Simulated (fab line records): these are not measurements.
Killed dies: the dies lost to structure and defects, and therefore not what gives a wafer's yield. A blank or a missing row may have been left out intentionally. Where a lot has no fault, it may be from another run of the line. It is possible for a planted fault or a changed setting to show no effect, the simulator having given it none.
Which tool was responsible? / flow n5 finfet / 9 lots, 27 wafers sampled, at 5 steps of a route of 1938

## WHAT EACH GAUGE READ, for each wafer
N5_BEOL_M4_CD_MEAS_28: target cd 26.2 nm, target cd y 24.1 nm. Usual: cd nm at 26.15 nm, with a standard deviation of 0.21.
lot=L668; measured=day 9 22:33; on=cd sem-01; cd nm (nm)=26.37 26.27 26.39; flag=
lot=L671; measured=day 10 05:35; on=cd sem-02; cd nm (nm)=26.43 26.27 26.20; flag=
lot=L670; measured=day 10 05:51; on=cd sem-01; cd nm (nm)=26.56 26.33 26.52; flag=
lot=L677; measured=day 11 14:28; on=cd sem-01; cd nm (nm)=26.32 25.92 25.60; flag=
lot=L676; measured=day 11 15:21; on=cd sem-02; cd nm (nm)=26.17 26.26 25.81; flag=
lot=L679; measured=day 11 23:29; on=cd sem-01; cd nm (nm)=26.16 26.21 25.84; flag=
lot=L680; measured=day 12 23:01; on=cd sem-01; cd nm (nm)=25.84 26.29 26.35; flag=
lot=L682; measured=day 13 00:23; on=cd sem-03; cd nm (nm)=26.12 26.05 25.88; flag=
lot=L683; measured=day 13 09:27; on=cd sem-02; cd nm (nm)=26.25 25.89 25.95; flag=

N5_BEOL_M4_CD_MEAS_35: target cd 18 nm, target cd y 22.4 nm. Usual: cd nm at 18.1 nm, with a standard deviation of 0.4.
lot=L668; measured=day 10 03:08; on=cd sem-02; cd nm (nm)=17.9 18.2 18.5; flag=
lot=L671; measured=day 10 09:43; on=cd sem-02; cd nm (nm)=17.2 17.8 17.3; flag=
lot=L670; measured=day 10 09:43; on=cd sem-01; cd nm (nm)=18.5 18.8 17.7; flag=
lot=L677; measured=day 11 18:42; on=cd sem-02; cd nm (nm)=17.6 18.4 16.5; flag=
lot=L676; measured=day 11 18:46; on=cd sem-02; cd nm (nm)=17.7 17.9 17.9; flag=
lot=L679; measured=day 12 05:37; on=cd sem-03; cd nm (nm)=18.1 18.3 18.2; flag=
lot=L680; measured=day 13 03:04; on=cd sem-03; cd nm (nm)=17.7 18.7 17.9; flag=
lot=L682; measured=day 13 03:49; on=cd sem-03; cd nm (nm)=18.6 18.0 18.3; flag=
lot=L683; measured=day 13 13:02; on=cd sem-02; cd nm (nm)=17.7 18.5 18.1; flag=

N5_BEOL_M4_RC_MEAS_101. Usual: DIBL_N 36.5 mV/V, standard deviation 2; DIBL_P 36.5 mV/V, standard deviation 2.3; IOFF_N 0.16 nA/um, standard deviation 0.036; IOFF_P 0.21 nA/um, standard deviation 0.037; ION_N 672 uA/um, standard deviation 12; ION_P 459 uA/um, standard deviation 7.1; SS_N 71.6 mV/dec, standard deviation 0.73; SS_P 73.4 mV/dec, standard deviation 0.76; VT_N 250 mV, standard deviation 3.3; VT_P -250.5 mV, standard deviation 2.9.
lot=L668; measured=day 10 07:19; on=prober-01; DIBL_N (mV/V)=36.5 38.1 37.2; DIBL_P (mV/V)=35.9 39.1 37.3; IOFF_N (nA/um)=0.14 0.18 0.16; IOFF_P (nA/um)=0.19 0.24 0.21; ION_N (uA/um)=661 683 671; ION_P (uA/um)=453 469 459; SS_N (mV/dec)=72.5 72.6 72.4; SS_P (mV/dec)=72.6 73.7 73.2; VT_N (mV)=251 249 249; VT_P (mV)=-252.4 -247.1 -249.2; flag=
lot=L677; measured=day 11 22:42; on=prober-02; DIBL_N (mV/V)=37.0 37.3 39.1; DIBL_P (mV/V)=35.9 34.9 38.0; IOFF_N (nA/um)=0.15 0.14 0.19; IOFF_P (nA/um)=0.20 0.19 0.25; ION_N (uA/um)=671 645 681; ION_P (uA/um)=459 444 464; SS_N (mV/dec)=72.1 71.8 71.4; SS_P (mV/dec)=73.0 72.9 73.8; VT_N (mV)=251 253 249; VT_P (mV)=-251.3 -251.0 -246.2; flag=
lot=L676; measured=day 11 23:17; on=prober-01; DIBL_N (mV/V)=35.6 36.9 33.8; DIBL_P (mV/V)=38.7 39.1 34.8; IOFF_N (nA/um)=0.16 0.17 0.12; IOFF_P (nA/um)=0.20 0.21 0.15; ION_N (uA/um)=675 672 659; ION_P (uA/um)=459 456 451; SS_N (mV/dec)=71.5 71.8 71.3; SS_P (mV/dec)=74.3 74.2 72.7; VT_N (mV)=250 250 255; VT_P (mV)=-251.6 -252.3 -258.8; flag=
lot=L679; measured=day 12 10:17; on=prober-02; DIBL_N (mV/V)=35.3 35.1 36.7; DIBL_P (mV/V)=33.9 33.6 35.6; IOFF_N (nA/um)=0.13 0.13 0.15; IOFF_P (nA/um)=0.20 0.19 0.23; ION_N (uA/um)=667 671 679; ION_P (uA/um)=463 464 470; SS_N (mV/dec)=70.7 70.4 71.5; SS_P (mV/dec)=72.7 72.4 73.3; VT_N (mV)=253 252 249; VT_P (mV)=-247.5 -250.6 -247.3; flag=
lot=L680; measured=day 13 08:45; on=prober-02; DIBL_N (mV/V)=36.0 32.4 38.2; DIBL_P (mV/V)=36.4 33.5 40.1; IOFF_N (nA/um)=0.16 0.12 0.22; IOFF_P (nA/um)=0.20 0.16 0.26; ION_N (uA/um)=654 668 693; ION_P (uA/um)=452 463 474; SS_N (mV/dec)=72.2 70.2 72.2; SS_P (mV/dec)=73.7 72.5 73.2; VT_N (mV)=251 250 244; VT_P (mV)=-253.1 -252.6 -248.4; flag=
lot=L682; measured=day 13 09:34; on=prober-01; DIBL_N (mV/V)=39.5 36.8 34.2; DIBL_P (mV/V)=41.0 37.8 34.2; IOFF_N (nA/um)=0.23 0.18 0.12; IOFF_P (nA/um)=0.29 0.24 0.17; ION_N (uA/um)=697 688 664; ION_P (uA/um)=475 464 459; SS_N (mV/dec)=71.6 71.4 71.0; SS_P (mV/dec)=74.7 73.5 72.8; VT_N (mV)=243 246 254; VT_P (mV)=-246.4 -246.8 -250.7; flag=
lot=L683; measured=day 13 21:25; on=prober-01; DIBL_N (mV/V)=38.1 37.5 37.7; DIBL_P (mV/V)=41.2 39.5 39.4; IOFF_N (nA/um)=0.24 0.21 0.21; IOFF_P (nA/um)=0.30 0.26 0.26; ION_N (uA/um)=691 684 661; ION_P (uA/um)=474 467 449; SS_N (mV/dec)=72.1 71.8 72.3; SS_P (mV/dec)=73.9 74.3 74.0; VT_N (mV)=243 248 247; VT_P (mV)=-243.0 -246.6 -245.4; flag=

## WHICH TOOL RAN EACH LOT (tool, then ch and the chambers of the sampled wafers, then the start)
lot=L668; N5_BEOL_M4_STRIP_36=rie diel-05 ch 0,1,2, day 10 02:47; N5_BEOL_M4_TRENCH_ETCH_37=rie diel-05 ch 0,1,2, day 10 03:08 or earlier
lot=L671; N5_BEOL_M4_STRIP_36=rie diel-05 ch 0,3, day 10 09:22; N5_BEOL_M4_TRENCH_ETCH_37=rie diel-05 ch 0,3, day 10 09:25
lot=L670; N5_BEOL_M4_STRIP_36=rie diel-01 ch 0,2,3, day 10 09:21; N5_BEOL_M4_TRENCH_ETCH_37=rie diel-01 ch 0,2,3, day 10 09:23
lot=L677; N5_BEOL_M4_STRIP_36=rie diel-01 ch 0,2,3, day 11 18:22; N5_BEOL_M4_TRENCH_ETCH_37=rie diel-01 ch 0,2,3, day 11 18:42 or earlier
lot=L676; N5_BEOL_M4_STRIP_36=rie diel-05 ch 1,3, day 11 18:25; N5_BEOL_M4_TRENCH_ETCH_37=rie diel-05 ch 1,3, day 11 18:46 or earlier
lot=L679; N5_BEOL_M4_STRIP_36=rie diel-01 ch 0,3, day 12 05:17; N5_BEOL_M4_TRENCH_ETCH_37=rie diel-01 ch 0,3, day 12 05:37 or earlier
lot=L680; N5_BEOL_M4_STRIP_36=rie diel-01 ch 1,2,3, day 13 02:43; N5_BEOL_M4_TRENCH_ETCH_37=rie diel-01 ch 1,2,3, day 13 03:04 or earlier
lot=L682; N5_BEOL_M4_STRIP_36=rie diel-05 ch 0,1,3, day 13 03:28; N5_BEOL_M4_TRENCH_ETCH_37=rie diel-05 ch 0,1,3, day 13 03:49 or earlier
lot=L683; N5_BEOL_M4_STRIP_36=rie diel-01 ch 1,2,3, day 13 12:41; N5_BEOL_M4_TRENCH_ETCH_37=rie diel-01 ch 1,2,3, day 13 13:02 or earlier
- N5_BEOL_M4_STRIP_36: strips in N2/H2.
- N5_BEOL_M4_TRENCH_ETCH_37: etches SiOC in C4F6/O2, target depth 55.555 nm, time 29.2 s.

## WHAT THE TOOLS THEMSELVES READ (means of the sampled wafers that have a number; where no wafer has one, the mark that the record gives instead)
N5_BEOL_M4_STRIP_36. Usual: value, then standard deviation, for each; bias power w 7.000 W / 0.021; chamber pressure mTorr 20.00 mTorr / 0.031; drypump motor current A 5.9 A / 0.58; oes product au 0.79 a.u. / 0.1; rf vpp V 59.0 V / 1.6; showerhead plenum p Torr 2.54 Torr / 0.093; throttle valve pct 23.67 % / 0.24.
lot=L668; tool=rie diel-05; bias power w (W)=6.984; chamber pressure mTorr (mTorr)=20.00; drypump motor current A (A)=5.6; oes product au (a.u.)=0.76; rf vpp V (V)=58.9; showerhead plenum p Torr (Torr)=2.54; throttle valve pct (%)=23.77; flag=
lot=L671; tool=rie diel-05; bias power w (W)=-; chamber pressure mTorr (mTorr)=-; drypump motor current A (A)=-; oes product au (a.u.)=-; rf vpp V (V)=-; showerhead plenum p Torr (Torr)=-; throttle valve pct (%)=-; flag=OFF
lot=L670; tool=rie diel-01; bias power w (W)=-; chamber pressure mTorr (mTorr)=-; drypump motor current A (A)=-; oes product au (a.u.)=-; rf vpp V (V)=-; showerhead plenum p Torr (Torr)=-; throttle valve pct (%)=-; flag=OFF
lot=L677; tool=rie diel-01; bias power w (W)=6.986; chamber pressure mTorr (mTorr)=19.98; drypump motor current A (A)=6.3; oes product au (a.u.)=0.87; rf vpp V (V)=59.9; showerhead plenum p Torr (Torr)=2.61; throttle valve pct (%)=23.42; flag=
lot=L676; tool=rie diel-05; bias power w (W)=6.971; chamber pressure mTorr (mTorr)=19.98; drypump motor current A (A)=6.2; oes product au (a.u.)=0.77; rf vpp V (V)=58.7; showerhead plenum p Torr (Torr)=2.44; throttle valve pct (%)=23.98; flag=
lot=L679; tool=rie diel-01; bias power w (W)=7.034; chamber pressure mTorr (mTorr)=19.98; drypump motor current A (A)=6.1; oes product au (a.u.)=0.91; rf vpp V (V)=58.6; showerhead plenum p Torr (Torr)=2.67; throttle valve pct (%)=23.45; flag=
lot=L680; tool=rie diel-01; bias power w (W)=7.006; chamber pressure mTorr (mTorr)=20.02; drypump motor current A (A)=5.9; oes product au (a.u.)=0.78; rf vpp V (V)=58.0; showerhead plenum p Torr (Torr)=2.54; throttle valve pct (%)=23.53; flag=
lot=L682; tool=rie diel-05; bias power w (W)=7.017; chamber pressure mTorr (mTorr)=20.02; drypump motor current A (A)=6.0; oes product au (a.u.)=0.83; rf vpp V (V)=59.2; showerhead plenum p Torr (Torr)=2.49; throttle valve pct (%)=23.81; flag=
lot=L683; tool=rie diel-01; bias power w (W)=7.011; chamber pressure mTorr (mTorr)=19.98; drypump motor current A (A)=6.0; oes product au (a.u.)=0.77; rf vpp V (V)=58.1; showerhead plenum p Torr (Torr)=2.54; throttle valve pct (%)=23.51; flag=

N5_BEOL_M4_TRENCH_ETCH_37. Usual: drypump motor current A 5.9 A, standard deviation 0.58; oes product au 0.79 a.u., standard deviation 0.1; rf vpp V 661 V, standard deviation 10; showerhead plenum p Torr 2.83 Torr, standard deviation 0.097; throttle valve pct 20.78 %, standard deviation 0.24.
lot=L668; tool=rie diel-05; drypump motor current A (A)=5.6; oes product au (a.u.)=0.74; rf vpp V (V)=667; showerhead plenum p Torr (Torr)=2.84; throttle valve pct (%)=20.89; flag=
lot=L671; tool=rie diel-05; drypump motor current A (A)=6.2; oes product au (a.u.)=0.69; rf vpp V (V)=656; showerhead plenum p Torr (Torr)=2.77; throttle valve pct (%)=20.97; flag=
lot=L670; tool=rie diel-01; drypump motor current A (A)=6.3; oes product au (a.u.)=0.89; rf vpp V (V)=660; showerhead plenum p Torr (Torr)=2.91; throttle valve pct (%)=20.54; flag=
lot=L677; tool=rie diel-01; drypump motor current A (A)=6.3; oes product au (a.u.)=0.86; rf vpp V (V)=661; showerhead plenum p Torr (Torr)=2.91; throttle valve pct (%)=20.56; flag=
lot=L676; tool=rie diel-05; drypump motor current A (A)=6.2; oes product au (a.u.)=0.77; rf vpp V (V)=656; showerhead plenum p Torr (Torr)=2.74; throttle valve pct (%)=20.99; flag=
lot=L679; tool=rie diel-01; drypump motor current A (A)=6.1; oes product au (a.u.)=0.91; rf vpp V (V)=657; showerhead plenum p Torr (Torr)=2.98; throttle valve pct (%)=20.46; flag=
lot=L680; tool=rie diel-01; drypump motor current A (A)=6.0; oes product au (a.u.)=0.78; rf vpp V (V)=662; showerhead plenum p Torr (Torr)=2.83; throttle valve pct (%)=20.78; flag=
lot=L682; tool=rie diel-05; drypump motor current A (A)=6.0; oes product au (a.u.)=0.83; rf vpp V (V)=661; showerhead plenum p Torr (Torr)=2.78; throttle valve pct (%)=20.83; flag=
lot=L683; tool=rie diel-01; drypump motor current A (A)=6.0; oes product au (a.u.)=0.77; rf vpp V (V)=662; showerhead plenum p Torr (Torr)=2.83; throttle valve pct (%)=20.78; flag=

## THE ANSWER, worked out from the rows above alone
Rule: take the mean of a lot's wafers that have a number; if it is more than 3 standard deviations from the usual mean, the lot is off. A lot without any number at a reading at which 4 lots or more have one is off too. The other lots that the step has rows for count as sound. First the gauges in route order, then the tools' own readings, where a lot's mean is used as printed above. The first step at which some lot is off is used, and at that step the reading that is off furthest; a lot without a number counts as furthest.
Off, at N5_BEOL_M4_STRIP_36 on bias power w: L671, L670. Without a number there: L671, L670.
If a tool, at that step or one of the process steps before it, ran each lot that is off and ran no sound lot following the first of them, it fits. No candidate that was tried fits.

## WHAT THE SIMULATOR PUT IN
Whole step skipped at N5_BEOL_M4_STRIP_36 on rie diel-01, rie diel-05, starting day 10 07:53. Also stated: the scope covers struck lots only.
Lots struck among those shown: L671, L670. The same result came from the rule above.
